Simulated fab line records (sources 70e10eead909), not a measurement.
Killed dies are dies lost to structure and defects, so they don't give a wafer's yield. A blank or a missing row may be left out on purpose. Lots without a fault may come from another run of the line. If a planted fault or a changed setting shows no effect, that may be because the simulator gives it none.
Which tool did it? ; flow nand harc ; 6 lots with 18 wafers sampled at 4 steps, on a route of 1302 steps

WHAT THE GAUGES READ, wafer by wafer
NHARC_A_M1_OVL_MEAS_10: pitch 240 nm.
lot;measured;on;overlay x nm (nm)
L619;day 23 06:42;overlay-02;-0.4 0.2 0.2
L623;day 24 05:28;overlay-01;0.4 0.2 0.0
L625;day 25 11:20;overlay-01;-0.3 -0.3 -0.6
L630;day 27 21:30;overlay-02;-1.7 -1.6 -1.2
L639;day 31 01:01;overlay-02;39.8 39.4 40.0
L642;day 32 10:58;overlay-02;-0.7 -0.4 -0.6

EACH LOT AND THE TOOL THAT RAN IT (in order: tool; ch and the chambers of the sampled wafers; start)
lot;NHARC_A_M0_DEGAS_28;NHARC_A_M0_DEP_32;NHARC_A_M1_EXPOSE_06
L619;pvd sputter-02, day 23 03:41;pecvd-02 ch 0,1,2, day 23 05:25;arfi scanner-02 ch 0, day 23 06:28
L623;pvd sputter-02, day 24 02:34;pecvd-02 ch 1,2, day 24 04:17;arfi scanner-02 ch 0, day 24 05:14
L625;pvd sputter-02, day 25 08:26;pecvd-02 ch 1,2, day 25 10:09;arfi scanner-02 ch 0, day 25 11:07
L630;pvd sputter-01, day 27 18:25;pecvd-01 ch 0,1,2, day 27 20:09;arfi scanner-01 ch 0, day 27 21:16
L639;pvd sputter-02, day 30 22:06;pecvd-01 ch 0,2, day 30 23:51;arfi scanner-02 ch 0, day 31 00:47
L642;pvd sputter-03, day 32 07:34;pecvd-02 ch 0,1,2, day 32 09:46;arfi scanner-03 ch 0, day 32 10:45
- NHARC_A_M0_DEGAS_28: time 60 s.
- NHARC_A_M0_DEP_32: deposits SiCN, target thk 30 nm.
- NHARC_A_M1_EXPOSE_06: exposes mask A M1, target cd 120 nm.

THE ANSWER, worked out from the rows above alone
Rule: the usual values come from the lots themselves. The widest of any qualifying gaps counts: lots, ordered by their means at a reading, are off when they make up no more than a third of the lots, leave a main group of 4 or more, and stand apart from it by 3 or more times the standard deviation of that group's means. The tables above print the reading to a certain number of digits; a main group whose means all agree to those digits is not used. Also off: a lot with no number at a reading for which 4 or more lots have one. The other lots that the step has rows for count as sound.
Off: L639, at NHARC_A_M1_OVL_MEAS_10 (overlay x nm). For the main group the mean is -0.5 nm and the standard deviation 0.59.
If a tool, at a process step before that reading, ran all the lots that are off and no sound lot after the first of them, it fits. Those tools and the gauges at NHARC_A_M1_OVL_MEAS_10 are tried in the same way. Can't be told from this: 3 tools fit, pvd sputter-02 at NHARC_A_M0_DEGAS_28, pecvd-01 at NHARC_A_M0_DEP_32, arfi scanner-02 at NHARC_A_M1_EXPOSE_06.

WHAT THE SIMULATOR HAD INSERTED
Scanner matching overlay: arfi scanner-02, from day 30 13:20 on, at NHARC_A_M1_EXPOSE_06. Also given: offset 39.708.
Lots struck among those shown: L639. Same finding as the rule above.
